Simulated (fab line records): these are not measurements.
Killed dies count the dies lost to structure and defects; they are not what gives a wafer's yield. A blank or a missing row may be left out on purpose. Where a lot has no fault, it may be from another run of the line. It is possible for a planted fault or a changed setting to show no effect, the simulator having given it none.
Which tool is to blame? + flow nand_harc + 30 wafers from 10 lots sampled at 5 of the route's 1159 steps

## WHAT THE GAUGES READ, wafer by wafer
NHARC_END_SORT_01.
| lot  | measured     | on        | killed_at_array |
|------|--------------|-----------|-----------------|
| L739 | day 19 11:49 | prober-01 | 7 11 13         |

## WHAT TOOL EACH LOT RAN ON (gives the tool, then ch and the chambers of the sampled wafers, and finally the start)
| lot  | NHARC_A_STAIRCASE_ETCH_292         | NHARC_A_STAIRCASE_HM_OPEN_463                 | NHARC_A_STAIRCASE_ETCH_453         | NHARC_A_STAIRCASE_STRIP_316                 |
|------|------------------------------------|-----------------------------------------------|------------------------------------|---------------------------------------------|
| L739 | rie_diel-02 ch 1,2,3, day 12 01:23 | rie_diel-02 ch 0,2,3, day 12 07:09 or earlier | rie_diel-02 ch 0,2,3, day 12 07:09 | rie_diel-02 ch 0,3, day 19 11:49 or earlier |
| L738 | rie_diel-09 ch 1,3, day 12 05:53   | rie_diel-03 ch 0,3, day 12 12:13 or earlier   | rie_diel-03 ch 0,1,2, day 12 12:13 | rie_diel-03 ch 0,2, no start                |
| L740 | rie_diel-02 ch 2,3, day 12 15:55   | rie_diel-03 ch 0,2,3, day 12 23:11 or earlier | rie_diel-03 ch 1,2,3, day 12 23:11 | rie_diel-03 ch 0,3, no start                |
| L745 | rie_diel-02 ch 1,3, day 13 15:25   | rie_diel-09 ch 0,1,2, day 13 22:01 or earlier | rie_diel-09 ch 0,1,2, day 13 22:01 | rie_diel-09 ch 0,3, no start                |
| L744 | rie_diel-09 ch 1,2, day 13 19:32   | rie_diel-09 ch 1,2,3, day 14 02:19 or earlier | rie_diel-09 ch 0,1,2, day 14 02:19 | rie_diel-09 ch 0,1,3, no start              |
| L746 | rie_diel-09 ch 1,2,3, day 14 05:54 | rie_diel-03 ch 0,1,3, day 14 11:31 or earlier | rie_diel-03 ch 2,3, day 14 11:31   | rie_diel-03 ch 1,2, no start                |
| L747 | rie_diel-03 ch 2,3, day 14 16:12   | rie_diel-03 ch 0,3, day 14 22:17 or earlier   | rie_diel-03 ch 0,1,3, day 14 22:17 | rie_diel-03 ch 0,1,2, no start              |
| L753 | rie_diel-03 ch 0,1, day 15 20:04   | rie_diel-03 ch 0,2,3, day 16 04:47 or earlier | rie_diel-03 ch 0,1,3, day 16 04:47 | rie_diel-03 ch 0,1, no start                |
| L754 | rie_diel-03 ch 0,2, day 15 21:46   | rie_diel-09 ch 0,2,3, day 16 06:37 or earlier | rie_diel-09 ch 0,3, day 16 06:37   | rie_diel-09 ch 0,1,3, no start              |
| L759 | rie_diel-09 ch 1,3, day 17 14:41   | rie_diel-02 ch 0,2,3, day 17 21:44 or earlier | rie_diel-02 ch 1,2,3, day 17 21:44 | rie_diel-02 ch 1,2,3, no start              |
- NHARC_A_STAIRCASE_ETCH_292: etches the open film in CF4/CHF3.
- NHARC_A_STAIRCASE_HM_OPEN_463: chemistry O2/COS.
- NHARC_A_STAIRCASE_ETCH_453: etches the open film in CF4/O2, target depth 30 nm, overetch 3 nm, time 16.5 s.
- NHARC_A_STAIRCASE_STRIP_316: strips in O2.

## THE ANSWER, worked out from the rows above alone
Rule: what is usual is taken from the lots themselves. The widest of any qualifying gaps counts: lots, ordered by their means at a reading, are off when they make up no more than a third of the lots, leave a main group of 4 or more, and stand apart from it by 3 or more times the standard deviation of that group's means. A main group is skipped when, at the precision printed for the reading in the tables above, its means are all equal. Also off: a lot with no number at a reading for which 4 or more lots have one. The other lots that the step has rows for count as sound.
Across all readings shown, no lot is off: no conclusion can be drawn from this.

## WHAT HAD BEEN PUT IN BY THE SIMULATOR
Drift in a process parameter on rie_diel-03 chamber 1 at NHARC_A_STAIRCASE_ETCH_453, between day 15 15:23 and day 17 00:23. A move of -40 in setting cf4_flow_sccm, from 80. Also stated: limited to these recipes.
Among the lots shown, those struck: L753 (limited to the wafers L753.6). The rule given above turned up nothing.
